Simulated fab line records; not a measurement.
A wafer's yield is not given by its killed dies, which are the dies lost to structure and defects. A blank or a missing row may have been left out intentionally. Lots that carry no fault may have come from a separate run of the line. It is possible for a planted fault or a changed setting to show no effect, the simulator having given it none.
Matching of chambers ; flow nand_harc ; 4 sister chambers for NHARC_A_STAIRCASE_ALD_420 on ald_hk-02
The step deposits SiO2, target thk 20 nm, pulse time 6 s, ald cycles 200. 4 wafers are shown with their chamber, then 7 later ones without.

== WAFERS WITH THEIR CHAMBER ==
wafer;chamber;heater_power_w (W)
L079.3;0;407
L079.4;1;504
L080.2;2;500
L080.4;3;455

== WAFERS WHOSE CHAMBER IS MISSING ==
wafer;heater_power_w (W)
L080.6;493
L086.3;495
L086.4;497
L086.6;452
L092.4;541
L092.5;444
L092.6;413

== CHAMBER TAKEN BY EACH ==
wafer;from the rows above;in truth
L080.6;can't be placed: 2 or 1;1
L086.3;can't be placed: 2 or 1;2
L086.4;can't be placed: 2 or 1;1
L086.6;3;3
L092.4;can't be placed: 1 or 2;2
L092.5;can't be placed: 3 or 0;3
L092.6;0;0
Placed correctly: 2 of 7. These rows do not allow placing 5 (true chamber among the candidates in 5). Number placed wrongly: 0.
How it was worked out, from the rows above alone: a wafer's distance from a chamber is the root of the sum, over the readings, of the square of ((its reading less the chamber's mean) divided by the reading's scatter). The wafer belongs to the nearest chamber; if the next one is less than 2 further off, it can't be placed. For every chamber, the mean is computed from those of its wafers that are shown. The scatter: with one shown wafer a chamber, the root of the mean of the squares of how far each hidden wafer lies from its nearest shown one.
